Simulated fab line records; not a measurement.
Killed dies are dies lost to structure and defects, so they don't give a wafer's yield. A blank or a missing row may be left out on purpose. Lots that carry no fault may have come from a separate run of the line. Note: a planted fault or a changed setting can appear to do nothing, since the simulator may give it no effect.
Struck lot and sound lot, side by side -- flow nandHarc -- 15 steps out of a route of 1302
Sound: wafers L702.1, L702.2, L702.6. Struck: wafer L720.5 (L720.2, L720.6, from the same lot, were not struck and are left out); the cause is given at the end.
At each step with rows: each side's tool, then ch and its chambers, then its first start. Under that, the readings that differ: sound wafers -- struck wafers -- difference of the means -- sigmas: that difference in standard deviations of wafers without a fault.
alike: same words and numbers on both sides, and readings whose means sit less than 2 such deviations apart. not compared: any withheld reading, any reading some wafer has no value for, any bound like >300 that may hide the same value, and any number with overlapping values for which the record gives no deviation.
The two part at a step that has a row with sigmas, a row that says differs or no value, or rows on one side only. Non-overlapping numbers with no deviation appear without sigmas and do not part them. A reading that every wafer of one side lacks parts them only if that side has two wafers or more.

NHARC_A_ONON_D2_THK_MEAS_14: measures by ellipsometry.
  sound on filmMetro-01 at day 13 09:11; struck on filmMetro-02 at day 21 05:39
  alike: thkNm
then, 2 steps without rows for these wafers: NHARC_A_ONON_D2_ANNEAL_15 (time 3600 s); NHARC_A_ONON_D2_DEP_16 (target thk 1000 nm).
NHARC_A_ONON_D2_THK_MEAS_18: measures by ellipsometry.
  sound on filmMetro-02 at day 13 16:35; struck on filmMetro-02 at day 21 16:56
  alike: thkNm
then, 1 step without rows for these wafers: NHARC_A_ONON_D2_DEP_19 (target thk 1000 nm).
NHARC_A_ONON_D2_THK_MEAS_21: measures by ellipsometry.
  sound on filmMetro-02 at day 13 17:08; struck on filmMetro-01 at day 21 17:38
  alike: thkNm
then, 1 step without rows for these wafers: NHARC_A_ONON_D2_DEP_22 (target thk 1000 nm).
NHARC_A_ONON_D2_THK_MEAS_24: measures by ellipsometry.
  sound on filmMetro-02 at day 13 17:43; struck on filmMetro-02 at day 21 18:12
  alike: thkNm
then, 1 step without rows for these wafers: NHARC_A_ONON_D2_DEP_25 (target thk 1000 nm).
NHARC_A_ONON_D2_THK_MEAS_27: measures by ellipsometry.
  sound on filmMetro-01 at day 13 18:16; struck on filmMetro-01 at day 21 18:46
  alike: thkNm
then, 1 step without rows for these wafers: NHARC_A_ONON_D2_DEP_28 (target thk 1000 nm).
NHARC_A_ONON_D2_THK_MEAS_30: measures by ellipsometry.
  sound on filmMetro-01 at day 13 18:50; struck on filmMetro-02 at day 21 19:20
  alike: thkNm
NHARC_A_ONON_D2_DEP_33: deposits SiO2, target thk 200 nm.
  sound on pecvd-03 ch 0,1,2, day 13 18:53; struck on pecvd-04 ch 0, day 21 19:37
reading,sound,struck,difference,sigmas
mfcPrecursorSccm (sccm),160.9 161.1 161.5,207.2,+46.0,+94
  alike: heaterPowerW, rfFwdPowerW, susceptorTempC, throttleValvePct
NHARC_A_ONON_D2_THK_MEAS_34: measures by ellipsometry.
  sound on filmMetro-02 at day 13 19:17; struck on filmMetro-01 at day 21 19:56
reading,sound,struck,difference,sigmas
thkNm (nm),201 201 206,259,+56,+19
-- jump in the record: it breaks off in module A_ONON_D2 and resumes in module END (first step shown: number 1302 of the route), and 12 days separate the struck wafers' starts before and after --
NHARC_END_SORT_01:
  at this point the record logs the struck wafers (prober-02 ch 0, day 33 22:14) and has no rows for the sound ones

WHERE THEY PART
Last at NHARC_END_SORT_01 as far as this record goes, first at NHARC_A_ONON_D2_DEP_33.

WHY: whatever the simulator had introduced
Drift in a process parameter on pecvd-04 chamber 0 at NHARC_A_ONON_D2_DEP_33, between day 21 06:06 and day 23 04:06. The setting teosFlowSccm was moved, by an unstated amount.
